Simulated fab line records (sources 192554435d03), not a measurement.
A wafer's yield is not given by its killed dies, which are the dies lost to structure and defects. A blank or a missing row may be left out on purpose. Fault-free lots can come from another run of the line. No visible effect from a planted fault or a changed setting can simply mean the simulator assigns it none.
fab line records	flow n5-finfet
record: lots: 4	wafers: 12	last-day: 17
route steps=1938 shown DUMMY_GATE@225 BEOL_M4@1111
lots untouched by any fault: they come from a run of this same line in which no faults occurred
start-h: hours from the record's first day to the start of the lot's first wafer shown	wait-h: hours elapsed since this lot's preceding step	" the same as in the row above	L1.1+2: one row covering several wafers at once	- no value, or no start was given	* or withheld: withheld	< > ~ a bound
route shown NAME@n: names a module that has steps shown in the file, with the first one's number in the route	usual: mean and standard deviation over wafers with no fault	same: alike in all rows	chamber/n: place in a boat	sites: the reading at each site	_std_site: standard deviation across them	_edge_site: outer sites' mean less inner sites'	radius-mm: how far each site lies from the wafer's centre	mask NAME#n: copy n	behind: tool/chamber where the wafer was last shaped	hold: cause of the lot's hold/its duration in hours/its outcome	device: which transistor (n, p or np) failed to switch	end of line: the same wafers' tests at the end of the route	a step without rows: its recipe alone	killed: the dies lost at the first sort to structure and to defects; this is not the yield of the wafer	map: dies across one wafer; x = killed, . = not, _ = none there
set.NAME: setting as actually run; set.NAME@STEP: the setting as run at that earlier step	model.NAME: the simulator's own value behind a step, which no gauge read
a table for each step, a row for each wafer; lots at some steps of the route
services: a tool's chamber out of use, with start hour (start-h, from the record's first day; less than 0 if before it), hours out, and reason
== steps ==
step: N5_DUMMY_GATE_COAT_09
recipe: resist: CAR-EUV	spin-rpm: 1500	resist-thk-nm: 30
step: N5_DUMMY_GATE_EBR_11
recipe: solvent: PGMEA	ebr-width-mm: 1.5
step: N5_DUMMY_GATE_SOFTBAKE_10
recipe: temp-c: 110	time-s: 60	resist: CAR-EUV
step: N5_DUMMY_GATE_EXPOSE_12
recipe: mask-id: GATE	na: 0.33	source-shape: annular	sigma-inner: 0.2	sigma-outer: 0.6	polarization: unpolarized	target-cd-nm: 25	dose-mj: 34
step: N5_DUMMY_GATE_PEB_13
recipe: peb-temp-c: 100	peb-time-s: 60	resist: CAR-EUV
step: N5_DUMMY_GATE_DEVELOP_14
recipe: develop-time-s: 30	developer: TMAH	resist: CAR-EUV	rinse-liquid: surfactant-rinse	dry: air-spin	dev-temp-c: 23
step: N5_DUMMY_GATE_DESCUM_20
recipe: chemistry: O2	time-s: 6.2	source-power-w: 50	bias-power-w: 20	pressure-mtorr: 20	rf-frequency-hz: 2.712e+07	temp-c: 40	resist: CAR-EUV	o2-flow-sccm: 225
step: N5_DUMMY_GATE_ETCH_29
recipe: chemistry: N2/H2	target: underlayer	target-depth-a: 130	ion-energy-ev: 200	pressure-mtorr: 30	source-w: 840	bias-w: 150	n2-flow-sccm: 200	h2-flow-sccm: 200
step: N5_DUMMY_GATE_ETCH_36
recipe: chemistry: CF4	target: SiARC	target-depth-a: 130	pressure-mtorr: 40	source-w: 545	bias-w: 36	Ar_flow_sccm: 100	cf4-flow-sccm: 100	ion-energy-ev: 80
step: N5_DUMMY_GATE_ETCH_37
recipe: chemistry: N2/H2	target: SOC	target-depth-a: 600	overetch-a: 300	temp-c: 40	ion-energy-ev: 200	pressure-mtorr: 30	source-w: 840	bias-w: 150	n2-flow-sccm: 200	h2-flow-sccm: 200
usual: drypump-motor-current-A: 5.8/0.4	oes-product-au: 0.59/0.038	rf-fwd-power-W: 832/3.6	rf-vpp-V: 523.2/2.5	showerhead-plenum-p-Torr: 2.52/0.084	throttle-valve-pct: 17.84/0.21
lot.wafer	tool	chamber	start-h	wait-h	drypump-motor-current-A	oes-product-au	rf-fwd-power-W	rf-hours-counter-h	rf-vpp-V	showerhead-plenum-p-Torr	throttle-valve-pct	model.SiARC_of_DUMMY_GATE_COAT_35.thk-nm
L720.2	rie-diel-04	3	47.43	0.0	5.8	0.60	832	173	523.4	2.53	17.98	5
L720.3	"	2	"	"	5.7	0.56	836	207	523.5	2.51	17.96	5.2
L720.6	"	1	"	"	6.1	0.63	838	-	529.0	2.67	17.66	5
L739.2	rie-diel-02	1	162.59	0.0	5.7	0.61	825	130	519.1	2.35	17.36	4.8
L739.5	"	1	"	"	5.7	0.61	826	-	517.3	2.35	17.36	5
L739.6	"	3	"	"	6.3	0.55	828	-	525.9	2.61	17.79	5
L740.2	rie-diel-04	0	166.88	0.0	5.6	0.56	1034	197	486.3	2.52	18.09	4.4
L740.3	"	1	"	"	6.1	0.61	1038	153	491.4	2.65	17.74	4.4
L740.4	"	2	"	"	5.7	0.54	1032	244	486.4	2.50	18.04	4.6
L742.2	rie-diel-04	1	185.64	0.0	6.1	0.60	1033	158	491.6	2.65	17.75	4.4
L742.3	"	3	"	"	5.8	0.57	1031	214	485.3	2.51	18.04	4.6
L742.6	"	1	"	"	6.1	0.60	1035	-	489.9	2.65	17.74	4.4
step: N5_DUMMY_GATE_STRIP_38
recipe: chemistry: N2/H2	temp-c: 40	n2-flow-sccm: 200	h2-flow-sccm: 200	rf-frequency-hz: 6e+07
step: N5_DUMMY_GATE_STRIP_39
recipe: chemistry: N2/H2	temp-c: 40	n2-flow-sccm: 200	h2-flow-sccm: 200	rf-frequency-hz: 6e+07
step: N5_DUMMY_GATE_TRIM_49
recipe: chemistry: O2	resist: SOC	time-s: 29	target-cd-nm: 14	source-power-w: 300	bias-power-w: 0	O2_flow_sccm: 100	temp-c: 20
usual: drypump-motor-current-A: 5.6/0.38	oes-product-au: 0.991/0.016	throttle-valve-pct: 8.11/0.18
lot.wafer	tool	chamber	start-h	wait-h	drypump-motor-current-A	oes-product-au	rf-hours-counter-h	throttle-valve-pct	model.DUMMY_GATE.cd-nm
L720.2	rie-si-03	1	47.51	0.0	5.4	0.989	195	8.01	14.4
L720.3	"	2	"	"	5.7	1.021	134	8.32	14.4
L720.6	"	1	"	"	5.4	0.988	-	8.02	14.2
L739.2	rie-si-03	3	162.67	0.0	5.2	0.994	182	8.15	14
L739.5	"	3	"	"	5.2	0.989	-	8.15	14
L739.6	"	0	"	"	5.4	0.992	-	7.85	13.8
L740.2	rie-si-02	0	166.96	0.0	5.2	0.997	13	8.01	13.6
L740.3	"	2	"	"	6.3	0.989	6	8.02	13.6
L740.4	"	1	"	"	5.3	0.974	10	8.26	14.2
L742.2	rie-si-02	0	185.72	0.0	5.2	0.989	13	8.00	13.4
L742.3	"	2	"	"	6.4	0.987	7	8.01	13.6
L742.6	"	1	"	"	5.3	0.987	-	8.27	13.6
step: N5_DUMMY_GATE_STRIP_40
recipe: chemistry: CF4	resist: SiARC	power-w: 300	bias-power-w: 75	pressure-mtorr: 50	cf4-flow-sccm: 150	rf-frequency-hz: 6e+07
step: N5_DUMMY_GATE_ETCH_31
recipe: chemistry: C4F6/O2	target: SiO2	mask-material: SOC	target-depth-a: 825	time-s: 27.5	ion-energy-ev: 250	pressure-mtorr: 30	source-w: 345	bias-w: 185	Ar_flow_sccm: 300	C4F6_flow_sccm: 10	O2_flow_sccm: 10
step: N5_DUMMY_GATE_STRIP_41
recipe: chemistry: O2	power-w: 400	temp-c: 40	pressure-mtorr: 30	rf-frequency-hz: 6e+07	bias-power-w: 0	overash-fraction: 0.3	o2-flow-sccm: 225
step: N5_DUMMY_GATE_HM_OPEN_21
recipe: chemistry: CH3F/O2	target: SiNx	target-depth-a: 1200	Ar_flow_sccm: 150	CH3F_flow_sccm: 30	O2_flow_sccm: 23	time-s: 171.4	pressure-mtorr: 30	source-w: 395	bias-w: 73	ion-energy-ev: 120.7
step: N5_DUMMY_GATE_ETCH_32
recipe: chemistry: CF4	target: SiO2	target-depth-a: 35	time-s: 3.9	ion-energy-ev: 350	pressure-mtorr: 10	icp-w: 800	bias-w: 400	cf4-flow-sccm: 80
step: N5_DUMMY_GATE_ETCH_23
recipe: chemistry: HBr/Cl2/O2	HBr_flow_sccm: 150	Cl2_flow_sccm: 80	O2_flow_sccm: 12	bias-w: 102	target-depth-a: 410	time-s: 22.3	target: poly-Si	mask-material: SiO2	pressure-mtorr: 10	icp-w: 800
step: N5_DUMMY_GATE_ETCH_44
recipe: chemistry: HBr/O2	over-etch-frac: 0.7	target-depth-a: 1275	stop-on: SiO2	ion-energy-ev: 60	bias-w: 20	target: poly-Si	mask-material: SiO2	pressure-mtorr: 20	icp-w: 400	HBr_flow_sccm: 120	O2_flow_sccm: 10
step: N5_DUMMY_GATE_ETCH_42
recipe: chemistry: CHF3/O2	target: SiO2	target-depth-a: 35	time-s: 31	ion-energy-ev: 30	bias-w: 12	pressure-mtorr: 30	source-w: 600	Ar_flow_sccm: 200	CHF3_flow_sccm: 50	O2_flow_sccm: 5
usual: drypump-motor-current-A: 5.8/0.43	oes-product-au: 0.75/0.053	rf-fwd-power-W: 595.0/2.4	rf-vpp-V: 42.3/0.9	showerhead-plenum-p-Torr: 2.37/0.075	throttle-valve-pct: 18.76/0.22
lot.wafer	tool	chamber	start-h	wait-h	drypump-motor-current-A	oes-product-au	rf-fwd-power-W	rf-hours-counter-h	rf-vpp-V	showerhead-plenum-p-Torr	throttle-valve-pct	model.DUMMY_GATE.cd-nm
L720.2	rie-diel-02	1	48.40	0.0	5.7	0.80	591.0	99	42.4	2.24	18.29	15.4
L720.3	"	2	"	"	5.2	0.69	595.5	223	41.3	2.38	18.62	15.4
L720.6	"	2	"	"	5.1	0.69	594.5	-	42.4	2.38	18.62	15.2
L739.2	rie-diel-03	0	163.39	0.0	6.1	0.76	592.9	172	41.3	2.31	18.93	14.8
L739.5	"	0	"	"	6.1	0.76	596.1	-	41.9	2.31	18.92	15
L739.6	"	3	"	"	6.2	0.79	596.2	-	41.1	2.33	18.75	14.8
L740.2	rie-diel-02	3	167.68	0.0	6.3	0.69	593.1	255	41.0	2.46	18.64	14.4
L740.3	"	1	"	"	5.7	0.77	591.5	132	42.2	2.23	18.34	14.8
L740.4	"	1	"	"	5.7	0.76	590.5	-	42.4	2.23	18.32	15
L742.2	rie-diel-02	1	186.41	0.0	5.7	0.77	589.8	139	40.3	2.23	18.35	14.4
L742.3	"	0	"	"	5.7	0.74	597.8	148	41.6	2.42	19.03	14.6
L742.6	"	2	"	"	5.1	0.97	595.8	-	41.5	2.37	18.26	14.4
step: N5_DUMMY_GATE_STRIP_48
recipe: chemistry: N2/H2	time-s: 20	power-w: 100	temp-c: 40	pressure-mtorr: 100	rf-frequency-hz: 6e+07	bias-power-w: 3	n2-flow-sccm: 300	h2-flow-sccm: 300
step: N5_BEOL_M4_RC_MEAS_101
usual: DIBL_N: 35.7/1.3	DIBL_P: 35.4/1.8	IOFF_N: 0.152/0.027	IOFF_P: 0.20/0.034	ION_N: 672/9.8	ION_P: 461/7.5	SS_N: 71.4/0.55	SS_P: 73.1/0.61	VT_N: 251/3.3	VT_P: -251/3.6
lot.wafer	tool	chamber	start-h	wait-h	DIBL_N[mV/V]	DIBL_P[mV/V]	IOFF_N[nA/um]	IOFF_P[nA/um]	ION_N[uA/um]	ION_P[uA/um]	SS_N[mV/dec]	SS_P[mV/dec]	VT_N[mV]	VT_P[mV]
L720.2	prober-02	0	162.89	0.2	34.8	37.0	0.161	0.23	683	471	71.2	73.2	247	-247
L720.3	"	0	"	"	36.3	38.8	0.196	0.26	688	473	71.1	73.5	245	-245
L720.6	"	0	"	"	35.8	38.0	0.179	0.25	684	472	71.4	73.3	246	-246
L739.2	prober-01	0	275.59	0.2	36.0	35.4	0.157	0.20	685	462	71.1	72.8	249	-251
L739.5	"	0	"	"	35.7	35.3	0.148	0.20	678	469	71.1	72.9	250	-249
L739.6	"	0	"	"	36.7	36.2	0.167	0.21	680	463	72.1	73.5	251	-251
L740.2	prober-02	0	281.75	0.8	38.2	38.8	0.182	0.22	676	458	72.0	74.3	248	-251
L740.3	"	0	"	"	37.1	37.7	0.170	0.19	674	453	71.6	73.3	248	-256
L740.4	"	0	"	"	35.3	35.3	0.137	0.16	663	451	72.2	73.1	250	-257
L742.2	prober-01	0	308.32	0.2	38.5	39.4	0.191	0.25	688	467	71.5	74.2	247	-252
L742.3	"	0	"	"	36.9	37.1	0.155	0.20	676	459	71.4	73.5	251	-252
L742.6	"	0	"	"	37.9	38.7	0.172	0.23	680	461	71.6	74.2	251	-250
== services ==
tool	chamber	start-h	hours	kind
rie-si-02	-	61.49	0.4	repair
rie-diel-03	1	63.21	7.4	repair
rie-si-02	-	67.08	0.9	repair
rie-si-03	1	119.21	-	clean
rie-si-03	1	119.21	9.8	scheduled-down
rie-si-03	1	119.21	9.8	vent-cycle
rie-diel-02	1	128.59	14.5	repair
rie-diel-02	2	143.09	-	clean
rie-diel-02	2	143.09	-	consumable-replace:focus-ring
rie-diel-02	2	143.09	35.0	scheduled-down
rie-diel-02	2	143.09	35.0	vent-cycle
rie-si-03	-	156.26	0.4	repair
rie-diel-03	1	170.57	-	clean
rie-diel-03	1	170.57	-	consumable-replace:focus-ring
rie-diel-03	1	170.57	23.4	scheduled-down
rie-diel-03	1	170.57	23.4	vent-cycle
rie-diel-02	3	178.06	-	clean
rie-diel-02	3	178.06	-	consumable-replace:focus-ring
rie-diel-02	3	178.06	12.3	scheduled-down
rie-diel-02	3	178.06	12.3	vent-cycle
rie-diel-04	2	185.70	-	clean
rie-diel-04	2	185.70	-	consumable-replace:focus-ring
rie-diel-04	2	185.70	13.5	scheduled-down
rie-diel-04	2	185.70	13.5	vent-cycle
== key ==
first-sign: step: N5_DUMMY_GATE_ETCH_37	reading: rf-fwd-power-W	direction: up	sigmas: 56	usual: *	struck: *
effect: step: N5_DUMMY_GATE_ETCH_37	reading: rf-vpp-V	direction: down	sigmas: 14	usual: 523.2	struck: 488.5
model-effect: step: N5_DUMMY_GATE_ETCH_37	value: SiARC_of_DUMMY_GATE_COAT_35.thk-nm	without: 5.067	struck: 4.467
model-effect: step: N5_DUMMY_GATE_TRIM_49	value: DUMMY_GATE.cd-nm	without: 14.13	struck: 13.67
model-effect: step: N5_DUMMY_GATE_ETCH_42	value: DUMMY_GATE.cd-nm	without: 15.1	struck: 14.6
met-at N5_DUMMY_GATE_ETCH_37
struck-wafers L740.2,L740.3,L740.4,L742.2,L742.3,L742.6
onset-between 47.43 166.88
fault: kind: process-parameter-drift	tool: rie-diel-04	chamber: -	onset-h: 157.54	steps: N5_DUMMY_GATE_ETCH_37	channel: source-w	offset: 201.6	shape: step	end-h: 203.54	acts-in: these-recipes-only	stated: 840
